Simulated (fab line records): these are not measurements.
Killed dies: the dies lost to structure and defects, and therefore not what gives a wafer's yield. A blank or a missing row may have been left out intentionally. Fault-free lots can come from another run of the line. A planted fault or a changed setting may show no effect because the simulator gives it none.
8D (eight disciplines) problem report, filled in by code | flow n5Finfet | the parts of the form that need people (team, actions taken, sign-off) are left out

## 1. WHAT IS WRONG
At N5_BEOL_M13_CD_MEAS_28, cdNm averages 221.6 nm over 6 wafers from 2 lots, while fault-free wafers read 209.5 nm, standard deviation 1.4. That puts it +8.7 standard deviations away from the usual mean.
The step: target cd 209.5 nm.
The first sign was on wafer L354.1 at day 14 02:42, on cdSem-03. The record holds 23 wafers of 8 lots with a number at this step. Rule for "out", or "out of limits": more than 4 standard deviations from the usual mean. The rest of the wafers with a number are treated as sound.

## 2. WHAT IT IS, AND WHAT IT ISN'T
question                    | is                     | is not
which readings at this step | cdNm                   | -
which lots                  | L354, L357             | L341, L343, L346, L347, L350, L352
which wafers of those lots  | all that have a number | -
read on which gauges        | cdSem-01, cdSem-03     | cdSem-02
when                        | from day 14 02:42      | up to then (17 sound wafers)

## 3. WHAT RULES OUT EACH SUSPECT
Counting: a tool at any process step up to the reading remains a suspect when it ran all the lots that are out and ran no sound lot after the first of those.
- the gauge at N5_BEOL_M13_CD_MEAS_28: ruled out. 2 gauges (cdSem-01, cdSem-03) read the wafers that are out.
- plasmaAsher-01 at N5_BEOL_M13_STRIP_63 (strips in N2/H2): kept. Every lot that is out went through it, starting with L354 (day 14 02:10), and after that it ran no sound lot; the last sound lot it ran before then is L352 (day 13 06:04).
- krfScanner-02 at N5_BEOL_M13_EXPOSE_25 (exposes mask M13, target cd 210 nm): kept. Every lot that is out went through it, starting with L354 (day 14 02:32), and after that it ran no sound lot; the last sound lot it ran before then is L350 (day 13 01:30). Out on those wafers are its own readings of exposureDoseMJCm2.
Remaining after the count are plasmaAsher-01 at N5_BEOL_M13_STRIP_63 and krfScanner-02 at N5_BEOL_M13_EXPOSE_25.

## 4. THE CAUSE (what the simulator had put in)
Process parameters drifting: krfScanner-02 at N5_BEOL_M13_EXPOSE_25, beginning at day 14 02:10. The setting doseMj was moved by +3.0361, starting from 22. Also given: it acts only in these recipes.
Counting left 2 suspects, and this tool is among them.

## 5. SEQUENCE OF EFFECTS, ordered by route
Each row: a reading whose mean over the struck wafers that have a number lies more than 3 standard deviations from the usual. Only readings for which the record gives a usual standard deviation are gone through. hours: the time from each lot's start at the first step in this table that gives one to its start at this step, as a median over the lots. sigmas: the change in usual standard deviations.
hours | step                    | reading           | usual        | on struck wafers | change | sigmas
0     | N5_BEOL_M13_EXPOSE_25   | exposureDoseMJCm2 | 21.992       | 24.732           | +2.739 | +99 or more
0     | N5_BEOL_M13_CD_MEAS_28  | cdNm              | 209.5 nm     | 221.6            | +12.1  | +8.7
18    | N5_BEOL_M15_RC_MEAS_101 | SERP_M13          | 0.314 ohm/um | 0.290            | -0.024 | -3.2
18    | N5_BEOL_M15_RC_MEAS_101 | SERP_M13_max_site | 0.317 ohm/um | 0.293            | -0.024 | -3.2
It contains these process steps:
- N5_BEOL_M13_EXPOSE_25: exposes mask M13, target cd 210 nm.

## 6. HOW IT WOULD HAVE BEEN CAUGHT EARLIER
In this record the first reading out of limits at a measuring or inspecting step was taken at day 14 02:42, 1 hour after the fault began at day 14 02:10.
At N5_BEOL_M13_EXPOSE_25, the tool's own readings (exposureDoseMJCm2) were out on each struck wafer the step has a row for, so an alarm limit on them would have fired on the first such wafer.
L357, from the lots that are out (2), started N5_BEOL_M13_EXPOSE_25 on krfScanner-02 later than day 14 02:42. Putting the tool on hold at that point would have spared it.
